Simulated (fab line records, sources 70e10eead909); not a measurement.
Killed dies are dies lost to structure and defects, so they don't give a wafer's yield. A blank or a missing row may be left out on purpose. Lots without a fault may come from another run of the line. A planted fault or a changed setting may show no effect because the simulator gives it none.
Chamber matching | flow nand_harc | NHARC_A_ZERO_WELL_DESCUM_12 on rie_diel-03: 4 sister chambers
The step chemistry O2, time 3 s. 16 wafers are shown with their chamber, then 8 later ones without.

WAFERS WITH THEIR CHAMBER
wafer  | chamber | showerhead_plenum_p_Torr (Torr) | drypump_motor_current_A (A) | oes_product_au (a.u.)
L305.1 | 1       | 2.04                            | 6.3                         | 0.991
L305.2 | 0       | 1.81                            | 5.7                         | 0.986
L305.6 | 3       | 2.03                            | 6.2                         | 1.017
L310.2 | 2       | 1.80                            | 6.0                         | 1.016
L310.5 | 0       | 1.81                            | 5.7                         | 0.985
L310.6 | 1       | 2.04                            | 6.3                         | 0.997
L311.1 | 1       | 2.04                            | 6.4                         | 1.000
L311.4 | 3       | 2.03                            | 6.1                         | 1.008
L311.6 | 1       | 2.04                            | 6.4                         | 0.999
L313.1 | 1       | 2.04                            | 6.3                         | 0.996
L313.2 | 2       | 1.80                            | 5.9                         | 1.018
L313.4 | 0       | 1.81                            | 5.7                         | 0.994
L323.1 | 3       | 2.02                            | 6.2                         | 0.999
L323.2 | 0       | 1.80                            | 5.7                         | 0.989
L323.4 | 1       | 2.03                            | 6.3                         | 0.999
L324.1 | 2       | 1.79                            | 6.0                         | 0.996

SIGNATURES (means of the wafers above)
reading                  | chamber 0 | chamber 1 | chamber 2 | chamber 3 | scatter within a chamber
showerhead_plenum_p_Torr | 1.8075    | 2.0383    | 1.7967    | 2.0267    | 0.00493
drypump_motor_current_A  | 5.700     | 6.333     | 5.967     | 6.167     | 0.0471
oes_product_au           | 0.98850   | 0.99700   | 1.01000   | 1.00800   | 0.00684
Rule: a wafer's distance from a chamber is the root of the sum, over the readings, of the square of ((its reading less the chamber's mean) divided by the reading's scatter). The wafer belongs to the nearest chamber; if the next one is less than 2 further off, it can't be placed. The scatter: the root of (the sum of the squares of (reading less its chamber's mean) over the shown wafers, divided by (wafers less chambers)).

WAFERS WITHOUT THEIR CHAMBER
wafer  | showerhead_plenum_p_Torr (Torr) | drypump_motor_current_A (A) | oes_product_au (a.u.)
L324.5 | 1.80                            | 5.7                         | 0.999
L324.6 | 2.03                            | 6.3                         | 0.994
L326.1 | 1.80                            | 5.7                         | 0.999
L326.2 | 1.79                            | 6.0                         | 0.993
L326.5 | 1.79                            | 6.0                         | 0.995
L328.1 | 1.79                            | 6.0                         | 0.996
L328.2 | 1.80                            | 5.7                         | 1.002
L328.4 | 2.03                            | 6.3                         | 0.997

WHICH CHAMBER EACH WENT THROUGH
wafer  | from the rows above     | in truth
L324.5 | 0                       | 0
L324.6 | can't be placed: 1 or 3 | 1
L326.1 | 0                       | 0
L326.2 | 2                       | 2
L326.5 | 2                       | 2
L328.1 | 2                       | 2
L328.2 | 0                       | 0
L328.4 | can't be placed: 1 or 3 | 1
Placed correctly: 6 of 8. Can't be placed from these rows: 2 (the true chamber is among the candidates in 2). Placed wrongly: 0.
